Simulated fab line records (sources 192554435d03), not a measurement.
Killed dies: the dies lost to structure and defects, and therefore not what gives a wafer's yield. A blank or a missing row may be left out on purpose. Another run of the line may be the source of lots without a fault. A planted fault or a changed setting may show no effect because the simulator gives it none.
Split-lot experiment -- flow n5 finfet -- route with 1938 steps; 7 lots, 21 wafers read

## SPLIT DETAILS
At N5_BEOL_M14_ETCH_68 (etches SOC in N2/H2, time 450 s), the setting time s was moved away from the recipe's 450 s on 7 of the 21 wafers read, by -21.6% to +21.7%. This setting was run at the recipe's value on the other wafers.

The reading comes from the split's own step.

## THE READING
SiARC_of_BEOL_M14_COAT_66.thk nm (the simulator's own value, which no gauge read), in nm, at N5_BEOL_M14_ETCH_68 (etches SOC in N2/H2, time 450 s). There is no usual value for it anywhere in the file. Across the 14 wafers here that went through the recipe, the average is 64.6 nm and the standard deviation 0.8 nm.

wafer,"tool, chamber at the split","time s as run, s",against the recipe,"SiARC_of_BEOL_M14_COAT_66.thk nm, nm",against lot-mates on the recipe
L076.2,"rie diel-03, 2",450,recipe,64.6,-
L076.4,"rie diel-03, 3",547.8,+21.7%,56,-9.4
L076.5,"rie diel-03, 0",450,recipe,66.2,-
L078.1,"rie diel-04, 0",450,recipe,64,-
L078.3,"rie diel-04, 3",450,recipe,64.6,-
L078.4,"rie diel-04, 3",450,recipe,64.2,-
L083.1,"rie diel-03, 3",450,recipe,65.6,-
L083.5,"rie diel-03, 1",353,-21.6%,75,+9.4
L083.6,"rie diel-03, 0",353,-21.6%,74.8,+9.2
L090.4,"rie diel-04, 1",450,recipe,64.8,-
L090.5,"rie diel-04, 2",506.5,+12.6%,60.2,-4.6
L090.6,"rie diel-04, 3",506.5,+12.6%,59.4,-5.4
L093.1,"rie diel-04, 2",450,recipe,65.6,-
L093.2,"rie diel-04, 0",523.5,+16.3%,56.8,-8.2
L093.3,"rie diel-04, 1",450,recipe,64.4,-
L092.1,"rie diel-05, 2",504.8,+12.2%,60.2,-4.7
L092.3,"rie diel-05, 1",450,recipe,64.4,-
L092.6,"rie diel-05, 2",450,recipe,65.4,-
L097.3,"rie diel-05, 3",450,recipe,63.4,-
L097.5,"rie diel-05, 3",450,recipe,63.4,-
L097.4,"rie diel-05, 1",450,recipe,64.2,-

FIT RESULTS
A straight line over all 21 wafers: SiARC_of_BEOL_M14_COAT_66.thk nm changes by -0.441 nm for each +1% of time s; r = -0.98; the points scatter about the line by 0.82 nm.
The same after taking each lot's own level away (the mean of its wafers on the recipe; 21 wafers): -0.433 nm for each +1%; r = -0.99; scatter 0.53 nm.
That fit puts the effect of the largest move of time s on the reading at 9.4 nm.
The lots' own levels span 63.67 to 65.60 nm, that is 2.4 times the standard deviation above.
So the lot-to-lot level changes the slope little: the two slopes agree.
Check: -9.39 nm against its lot-mates is what the line predicts for one of the wafers moved furthest among these (+21.7%) when that wafer is left out of the fit. It came out at -9.4 nm against them.

## THE OTHER SPLITS THESE WAFERS WENT THROUGH
These wafers also went through other splits before the reading. Each is held against what the fit with the lots' levels taken away leaves over:
other split on the same wafers,wafers away from the commonest value,r with SiARC_of_BEOL_M14_COAT_66.thk nm (lot level and that fit taken away)
N5_BEOL_M11_VIA_ETCH_34 time s,4,+0.02
N5_BEOL_M11_TRENCH_ETCH_37 bias w,10,+0.02
N5_BEOL_M12_COAT_58 spin rpm,7,+0.04
N5_BEOL_M12_DESCUM_15 time s,9,-0.20
N5_BEOL_M13_COAT_22 spin rpm,9,-0.26

## THE FILE'S OWN FIT
SiARC_of_BEOL_M14_COAT_66.thk nm changes by -0.436 nm for each +1% of time s, r = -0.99.
